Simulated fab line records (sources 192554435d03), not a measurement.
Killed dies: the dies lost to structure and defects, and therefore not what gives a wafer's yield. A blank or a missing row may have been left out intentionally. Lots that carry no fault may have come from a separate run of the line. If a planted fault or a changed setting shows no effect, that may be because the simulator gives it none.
Which tool is to blame? / flow n5Finfet / 9 lots, 27 wafers sampled, at 5 steps of a route of 1938

WHAT THE GAUGES SHOWED, per wafer
N5_BEOL_M12_THK_MEAS_01.
lot=L756; measured=day 12 21:53; on=filmMetro-01; M12_ILD_THK (nm)=651 660 662
lot=L759; measured=day 13 09:59; on=filmMetro-02; M12_ILD_THK (nm)=660 666 658
lot=L760; measured=day 13 16:20; on=filmMetro-01; M12_ILD_THK (nm)=672 673 667
lot=L764; measured=day 14 07:01; on=filmMetro-02; M12_ILD_THK (nm)=654 661 668
lot=L767; measured=day 14 22:17; on=filmMetro-01; M12_ILD_THK (nm)=657 664 470
lot=L768; measured=day 15 08:54; on=filmMetro-01; M12_ILD_THK (nm)=664 463 656
lot=L775; measured=day 16 21:02; on=filmMetro-01; M12_ILD_THK (nm)=648 663 652
lot=L777; measured=day 18 00:01; on=filmMetro-01; M12_ILD_THK (nm)=651 660 658
lot=L778; measured=day 18 18:31; on=filmMetro-02; M12_ILD_THK (nm)=652 657 666

EACH LOT AND THE TOOL THAT RAN IT (in order: tool; ch and the chambers of the sampled wafers; start)
lot=L756; N5_BEOL_M11_ETCH_41=rieDiel-02 ch 0,1,3, day 12 20:53 or earlier; N5_BEOL_M11_ANNEAL_51=rtpAnneal-01 ch 0, day 12 20:53; N5_BEOL_M11_DEP_56=pecvd-03 ch 0,1, day 12 21:33; N5_BEOL_M12_ILD_DEP_00=pecvd-04 ch 1,2, day 12 21:41
lot=L759; N5_BEOL_M11_ETCH_41=rieDiel-06 ch 1,2, day 13 09:04 or earlier; N5_BEOL_M11_ANNEAL_51=rtpAnneal-02 ch 0, day 13 09:04; N5_BEOL_M11_DEP_56=pecvd-01 ch 0,2, day 13 09:44; N5_BEOL_M12_ILD_DEP_00=pecvd-01 ch 0,1, day 13 09:52
lot=L760; N5_BEOL_M11_ETCH_41=rieDiel-02 ch 2,3, day 13 15:33 or earlier; N5_BEOL_M11_ANNEAL_51=rtpAnneal-02 ch 0, day 13 15:33; N5_BEOL_M11_DEP_56=pecvd-01 ch 0,1,2, day 13 16:05; N5_BEOL_M12_ILD_DEP_00=pecvd-02 ch 0,1,2, day 13 16:15
lot=L764; N5_BEOL_M11_ETCH_41=rieDiel-06 ch 2,3, day 14 06:07 or earlier; N5_BEOL_M11_ANNEAL_51=rtpAnneal-02 ch 0, day 14 06:07; N5_BEOL_M11_DEP_56=pecvd-02 ch 0,2, day 14 06:46; N5_BEOL_M12_ILD_DEP_00=pecvd-01 ch 0,1, day 14 06:53
lot=L767; N5_BEOL_M11_ETCH_41=rieDiel-06 ch 0,2,3, day 14 21:23 or earlier; N5_BEOL_M11_ANNEAL_51=rtpAnneal-02 ch 0, day 14 21:23; N5_BEOL_M11_DEP_56=pecvd-02 ch 0,1,2, day 14 22:02; N5_BEOL_M12_ILD_DEP_00=pecvd-01 ch 0,1,2, day 14 22:10
lot=L768; N5_BEOL_M11_ETCH_41=rieDiel-05 ch 0,1,3, day 15 08:07 or earlier; N5_BEOL_M11_ANNEAL_51=rtpAnneal-02 ch 0, day 15 08:07; N5_BEOL_M11_DEP_56=pecvd-03 ch 0,1,2, day 15 08:39; N5_BEOL_M12_ILD_DEP_00=pecvd-01 ch 0,1,2, day 15 08:49
lot=L775; N5_BEOL_M11_ETCH_41=rieDiel-02 ch 0,2,3, day 16 19:56 or earlier; N5_BEOL_M11_ANNEAL_51=rtpAnneal-01 ch 0, day 16 19:56; N5_BEOL_M11_DEP_56=pecvd-03 ch 1,2, day 16 20:46; N5_BEOL_M12_ILD_DEP_00=pecvd-02 ch 1,2, day 16 20:54
lot=L777; N5_BEOL_M11_ETCH_41=rieDiel-06 ch 0,1,3, day 17 23:05 or earlier; N5_BEOL_M11_ANNEAL_51=rtpAnneal-02 ch 0, day 17 23:05; N5_BEOL_M11_DEP_56=pecvd-03 ch 0,1, day 17 23:41; N5_BEOL_M12_ILD_DEP_00=pecvd-04 ch 0,2, day 17 23:50
lot=L778; N5_BEOL_M11_ETCH_41=rieDiel-02 ch 2,3, day 18 17:31 or earlier; N5_BEOL_M11_ANNEAL_51=rtpAnneal-01 ch 0, day 18 17:31; N5_BEOL_M11_DEP_56=pecvd-03 ch 0,1, day 18 18:11; N5_BEOL_M12_ILD_DEP_00=pecvd-01 ch 0,1,2, day 18 18:23
- N5_BEOL_M11_ETCH_41: etches SiCN in CH3F/O2, target depth 42.6 nm, time 86 s.
- N5_BEOL_M11_ANNEAL_51: time 90 s.
- N5_BEOL_M11_DEP_56: deposits SiCN from 3MS/NH3, target thk 30 nm, time 10.5 s.
- N5_BEOL_M12_ILD_DEP_00: deposits SiOC from DEMS/O2, target thk 658.92 nm, time 130.7 s.

WHAT THE TOOLS THEMSELVES READ (means of the sampled wafers that have a number; where no wafer has one, the mark that the record gives instead)
N5_BEOL_M11_ETCH_41.
lot=L756; tool=rieDiel-02; CH3F_flow_sccm (sccm)=29.99; drypumpMotorCurrentA (A)=5.6; oesProductAu (a.u.)=0.81; rfVppV (V)=297.4; showerheadPlenumPTorr (Torr)=2.02; throttleValvePct (%)=16.10
lot=L759; tool=rieDiel-06; CH3F_flow_sccm (sccm)=30.07; drypumpMotorCurrentA (A)=5.6; oesProductAu (a.u.)=0.84; rfVppV (V)=296.1; showerheadPlenumPTorr (Torr)=1.94; throttleValvePct (%)=16.23
lot=L760; tool=rieDiel-02; CH3F_flow_sccm (sccm)=30.12; drypumpMotorCurrentA (A)=5.7; oesProductAu (a.u.)=0.79; rfVppV (V)=296.7; showerheadPlenumPTorr (Torr)=1.99; throttleValvePct (%)=16.28
lot=L764; tool=rieDiel-06; CH3F_flow_sccm (sccm)=30.03; drypumpMotorCurrentA (A)=6.1; oesProductAu (a.u.)=0.81; rfVppV (V)=296.1; showerheadPlenumPTorr (Torr)=1.93; throttleValvePct (%)=16.40
lot=L767; tool=rieDiel-06; CH3F_flow_sccm (sccm)=29.95; drypumpMotorCurrentA (A)=6.2; oesProductAu (a.u.)=0.87; rfVppV (V)=295.5; showerheadPlenumPTorr (Torr)=1.95; throttleValvePct (%)=16.16
lot=L768; tool=rieDiel-05; CH3F_flow_sccm (sccm)=29.94; drypumpMotorCurrentA (A)=5.6; oesProductAu (a.u.)=0.72; rfVppV (V)=298.0; showerheadPlenumPTorr (Torr)=2.04; throttleValvePct (%)=16.17
lot=L775; tool=rieDiel-02; CH3F_flow_sccm (sccm)=30.02; drypumpMotorCurrentA (A)=5.5; oesProductAu (a.u.)=0.76; rfVppV (V)=296.8; showerheadPlenumPTorr (Torr)=1.98; throttleValvePct (%)=16.21
lot=L777; tool=rieDiel-06; CH3F_flow_sccm (sccm)=30.04; drypumpMotorCurrentA (A)=5.8; oesProductAu (a.u.)=0.79; rfVppV (V)=295.7; showerheadPlenumPTorr (Torr)=1.93; throttleValvePct (%)=16.27
lot=L778; tool=rieDiel-02; CH3F_flow_sccm (sccm)=30.10; drypumpMotorCurrentA (A)=5.6; oesProductAu (a.u.)=0.75; rfVppV (V)=296.3; showerheadPlenumPTorr (Torr)=1.98; throttleValvePct (%)=16.35

N5_BEOL_M11_ANNEAL_51.
lot=L756 tool=rtpAnneal-01 wafer_temp_C_max=225.50
lot=L759 tool=rtpAnneal-02 wafer_temp_C_max=225.44
lot=L760 tool=rtpAnneal-02 wafer_temp_C_max=225.89
lot=L764 tool=rtpAnneal-02 wafer_temp_C_max=225.66
lot=L767 tool=rtpAnneal-02 wafer_temp_C_max=225.66
lot=L768 tool=rtpAnneal-02 wafer_temp_C_max=225.57
lot=L775 tool=rtpAnneal-01 wafer_temp_C_max=225.85
lot=L777 tool=rtpAnneal-02 wafer_temp_C_max=225.58
lot=L778 tool=rtpAnneal-01 wafer_temp_C_max=225.73

N5_BEOL_M11_DEP_56.
lot=L756; tool=pecvd-03; chamberPressureTorr (Torr)=3.003; showerheadPlenumPTorr (Torr)=4.147; throttleValvePct (%)=18.3
lot=L759; tool=pecvd-01; chamberPressureTorr (Torr)=3.005; showerheadPlenumPTorr (Torr)=4.158; throttleValvePct (%)=17.9
lot=L760; tool=pecvd-01; chamberPressureTorr (Torr)=3.000; showerheadPlenumPTorr (Torr)=4.157; throttleValvePct (%)=18.6
lot=L764; tool=pecvd-02; chamberPressureTorr (Torr)=3.004; showerheadPlenumPTorr (Torr)=4.161; throttleValvePct (%)=18.0
lot=L767; tool=pecvd-02; chamberPressureTorr (Torr)=3.005; showerheadPlenumPTorr (Torr)=4.161; throttleValvePct (%)=17.8
lot=L768; tool=pecvd-03; chamberPressureTorr (Torr)=2.999; showerheadPlenumPTorr (Torr)=4.137; throttleValvePct (%)=18.2
lot=L775; tool=pecvd-03; chamberPressureTorr (Torr)=2.998; showerheadPlenumPTorr (Torr)=4.129; throttleValvePct (%)=17.8
lot=L777; tool=pecvd-03; chamberPressureTorr (Torr)=2.992; showerheadPlenumPTorr (Torr)=4.147; throttleValvePct (%)=18.5
lot=L778; tool=pecvd-03; chamberPressureTorr (Torr)=2.997; showerheadPlenumPTorr (Torr)=4.141; throttleValvePct (%)=18.0

N5_BEOL_M12_ILD_DEP_00.
lot=L756; tool=pecvd-04; chamberPressureTorr (Torr)=4.995; heaterPowerW (W)=513; runLengthS (s)=175.3; showerheadPlenumPTorr (Torr)=5.694; susceptorTempC (C)=350.08; throttleValvePct (%)=12.0
lot=L759; tool=pecvd-01; chamberPressureTorr (Torr)=4.979; heaterPowerW (W)=461; runLengthS (s)=175.3; showerheadPlenumPTorr (Torr)=5.689; susceptorTempC (C)=349.94; throttleValvePct (%)=13.2
lot=L760; tool=pecvd-02; chamberPressureTorr (Torr)=5.004; heaterPowerW (W)=470; runLengthS (s)=175.1; showerheadPlenumPTorr (Torr)=5.697; susceptorTempC (C)=350.04; throttleValvePct (%)=11.7
lot=L764; tool=pecvd-01; chamberPressureTorr (Torr)=4.999; heaterPowerW (W)=448; runLengthS (s)=174.9; showerheadPlenumPTorr (Torr)=5.693; susceptorTempC (C)=350.16; throttleValvePct (%)=12.8
lot=L767; tool=pecvd-01; chamberPressureTorr (Torr)=4.992; heaterPowerW (W)=451; runLengthS (s)=161.9; showerheadPlenumPTorr (Torr)=5.694; susceptorTempC (C)=350.11; throttleValvePct (%)=12.4
lot=L768; tool=pecvd-01; chamberPressureTorr (Torr)=4.997; heaterPowerW (W)=448; runLengthS (s)=162.1; showerheadPlenumPTorr (Torr)=5.696; susceptorTempC (C)=350.19; throttleValvePct (%)=12.5
lot=L775; tool=pecvd-02; chamberPressureTorr (Torr)=5.001; heaterPowerW (W)=457; runLengthS (s)=175.4; showerheadPlenumPTorr (Torr)=5.690; susceptorTempC (C)=350.19; throttleValvePct (%)=11.8
lot=L777; tool=pecvd-04; chamberPressureTorr (Torr)=4.998; heaterPowerW (W)=487; runLengthS (s)=175.3; showerheadPlenumPTorr (Torr)=5.690; susceptorTempC (C)=349.94; throttleValvePct (%)=12.6
lot=L778; tool=pecvd-01; chamberPressureTorr (Torr)=4.996; heaterPowerW (W)=448; runLengthS (s)=175.2; showerheadPlenumPTorr (Torr)=5.699; susceptorTempC (C)=349.92; throttleValvePct (%)=12.4

THE ANSWER, worked out from the rows above alone
Rule: usual is defined by the lots themselves. The widest of any qualifying gaps counts: lots, ordered by their means at a reading, are off when they make up no more than a third of the lots, leave a main group of 4 or more, and stand apart from it by 3 or more times the standard deviation of that group's means. If all means in a main group match to the digits the tables above print for the reading, that group is not used. Also off: a lot with no number at a reading for which 4 or more lots have one. Where the step has rows for the other lots, those lots are counted as sound. After the gauges, taken in route order, come the tools' own readings; for these a lot's mean is taken, as printed above. At the first step where some lot is off, the reading lying furthest off is the one used; lots without a number count as furthest.
Off: at N5_BEOL_M12_THK_MEAS_01 (M12_ILD_THK), L767, L768. The main group has a mean of 660 nm with a standard deviation of 4.9.
A tool fits if, at a process step before that reading, it ran every lot that is off, and no sound lot after the first of them. The gauges at N5_BEOL_M12_THK_MEAS_01 aren't tried: what is off there is off at N5_BEOL_M12_ILD_DEP_00 too, on other tools, and a gauge's error can't cause that. Because N5_BEOL_M11_ETCH_41 lacks a start for some lots, the hours and order of its lots are taken from N5_BEOL_M11_ANNEAL_51. Not one of the candidates tried fits.

WHAT THE SIMULATOR PUT IN
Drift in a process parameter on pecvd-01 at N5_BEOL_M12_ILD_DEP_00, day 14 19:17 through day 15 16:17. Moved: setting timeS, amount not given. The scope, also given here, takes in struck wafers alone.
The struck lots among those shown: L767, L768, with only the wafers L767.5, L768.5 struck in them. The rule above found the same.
